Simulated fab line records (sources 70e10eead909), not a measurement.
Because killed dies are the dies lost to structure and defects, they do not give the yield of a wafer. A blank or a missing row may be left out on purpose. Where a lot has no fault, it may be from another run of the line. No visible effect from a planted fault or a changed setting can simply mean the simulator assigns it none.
Matching of chambers ; flow nand harc ; NHARC_A_CHANNEL_FILL_D1_ALD_25 on ald hk-01: 4 sister chambers
The step deposits SiOx, target thk 60 nm, pulse time 10 s, ald cycles 600. 20 wafers are shown with their chamber, then 10 later ones without.

WAFERS, EACH WITH ITS CHAMBER
wafer;chamber;heater power w (W);precursor pulse height rel;susceptor temp C (C)
L074.1;2;484;1.018;300.03
L074.5;0;423;1.006;299.94
L074.6;3;396;0.994;300.09
L076.1;3;390;1.000;299.88
L076.3;2;487;0.988;299.86
L076.5;0;440;1.015;300.17
L078.2;1;502;0.983;300.05
L078.4;2;475;1.003;300.15
L078.5;0;430;1.005;300.23
L080.1;1;519;0.994;300.13
L080.4;0;422;1.011;299.83
L080.5;0;432;1.006;299.74
L083.1;1;502;1.013;299.96
L083.4;2;483;0.965;299.69
L083.5;2;487;0.981;299.75
L084.3;0;442;1.016;300.10
L084.4;1;510;1.028;300.10
L084.6;1;509;1.006;299.97
L086.2;3;388;0.984;300.02
L086.4;0;432;0.987;300.07

SIGNATURES (averages over the wafers above)
reading;chamber 0;chamber 1;chamber 2;chamber 3;scatter within a chamber
heater power w;431.57;508.40;483.20;391.33;6.5
precursor pulse height rel;1.00657;1.00480;0.99100;0.99267;0.0149
susceptor temp C;300.0114;300.0420;299.8960;299.9967;0.156
Rule: a wafer lies at a distance from a chamber equal to the root of the sum of squares, over the readings, of (its reading less the chamber's mean, divided by the reading's scatter). The wafer belongs to the nearest chamber; if the next one is less than 2 further off, it can't be placed. How the scatter is found: for the shown wafers, subtract from each reading the mean of its chamber, square and add these, divide the total by (wafers less chambers), then take the root.

WAFERS WITH NO CHAMBER GIVEN
wafer;heater power w (W);precursor pulse height rel;susceptor temp C (C)
L086.5;375;0.986;300.09
L091.2;453;1.024;299.96
L091.3;486;1.024;299.67
L091.5;458;0.983;299.79
L092.3;491;1.010;300.43
L092.5;504;1.006;299.87
L092.6;488;1.004;300.32
L097.2;511;0.992;299.70
L097.3;385;0.972;299.93
L097.5;513;1.025;299.57

WHICH CHAMBER EACH WENT THROUGH
wafer;from the rows above;in truth
L086.5;3;3
L091.2;can't be placed: 0 or 2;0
L091.3;can't be placed: 2 or 1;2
L091.5;can't be placed: 2 or 0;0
L092.3;can't be placed: 1 or 2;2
L092.5;1;1
L092.6;can't be placed: 2 or 1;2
L097.2;1;1
L097.3;3;3
L097.5;1;1
Correct placement for 5 of the 10. Can't be placed from these rows: 5 (the true chamber is among the candidates in 5). Wrongly placed: 0.
